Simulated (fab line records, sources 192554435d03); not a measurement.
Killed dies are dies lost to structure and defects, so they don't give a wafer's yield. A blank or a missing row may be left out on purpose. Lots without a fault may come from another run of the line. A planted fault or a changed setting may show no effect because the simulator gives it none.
Chamber matching | flow n5_finfet | N5_FIN_SAQP_STRIP_70 on rie_diel-05: 4 sister chambers
The step strips in N2/H2. 20 wafers are shown with their chamber, then 10 later ones without.

WAFERS WITH THEIR CHAMBER
wafer  | chamber | showerhead_plenum_p_Torr (Torr) | drypump_motor_current_A (A) | throttle_valve_pct (%)
L074.2 | 2       | 3.43                            | 5.3                         | 18.3
L074.3 | 3       | 3.16                            | 5.5                         | 18.4
L074.5 | 0       | 3.24                            | 5.2                         | 18.9
L080.1 | 3       | 3.16                            | 5.4                         | 18.4
L080.3 | 0       | 3.23                            | 5.2                         | 18.9
L080.6 | 1       | 3.35                            | 6.2                         | 18.9
L084.1 | 3       | 3.15                            | 5.5                         | 18.4
L084.4 | 0       | 3.23                            | 5.1                         | 19.0
L084.6 | 3       | 3.16                            | 5.5                         | 18.4
L087.1 | 0       | 3.23                            | 5.1                         | 19.0
L087.2 | 1       | 3.35                            | 6.2                         | 19.0
L087.4 | 2       | 3.42                            | 5.3                         | 18.3
L088.1 | 1       | 3.35                            | 6.2                         | 18.9
L088.2 | 0       | 3.22                            | 5.2                         | 19.0
L088.6 | 0       | 3.23                            | 5.2                         | 19.0
L089.1 | 2       | 3.42                            | 5.3                         | 18.3
L089.2 | 1       | 3.34                            | 6.2                         | 18.9
L089.6 | 3       | 3.15                            | 5.5                         | 18.4
L091.1 | 0       | 3.22                            | 5.2                         | 19.0
L091.4 | 1       | 3.34                            | 6.2                         | 19.0

SIGNATURES (means of the wafers above)
reading                  | chamber 0 | chamber 1 | chamber 2 | chamber 3 | scatter within a chamber
showerhead_plenum_p_Torr | 3.2286    | 3.3460    | 3.4233    | 3.1560    | 0.00608
drypump_motor_current_A  | 5.171     | 6.200     | 5.300     | 5.480     | 0.0373
throttle_valve_pct       | 18.971    | 18.940    | 18.300    | 18.400    | 0.0405
Rule: a wafer's distance from a chamber is the root of the sum, over the readings, of the square of ((its reading less the chamber's mean) divided by the reading's scatter). The wafer belongs to the nearest chamber; if the next one is less than 2 further off, it can't be placed. The scatter: the root of (the sum of the squares of (reading less its chamber's mean) over the shown wafers, divided by (wafers less chambers)).

WAFERS WITHOUT THEIR CHAMBER
wafer  | showerhead_plenum_p_Torr (Torr) | drypump_motor_current_A (A) | throttle_valve_pct (%)
L091.5 | 3.34                            | 6.1                         | 19.0
L092.1 | 3.22                            | 5.1                         | 19.0
L092.3 | 3.41                            | 5.3                         | 18.3
L092.5 | 3.41                            | 5.3                         | 18.3
L093.3 | 3.41                            | 5.3                         | 18.3
L093.4 | 3.34                            | 6.2                         | 19.0
L093.6 | 3.41                            | 5.3                         | 18.3
L097.1 | 3.33                            | 6.2                         | 18.9
L097.4 | 3.14                            | 5.5                         | 18.5
L097.6 | 3.21                            | 5.1                         | 19.0

WHICH CHAMBER EACH WENT THROUGH
wafer  | from the rows above | in truth
L091.5 | 1                   | 1
L092.1 | 0                   | 0
L092.3 | 2                   | 2
L092.5 | 2                   | 2
L093.3 | 2                   | 2
L093.4 | 1                   | 1
L093.6 | 2                   | 2
L097.1 | 1                   | 1
L097.4 | 3                   | 3
L097.6 | 0                   | 0
Placed correctly: 10 of 10. Can't be placed from these rows: 0. Placed wrongly: 0.
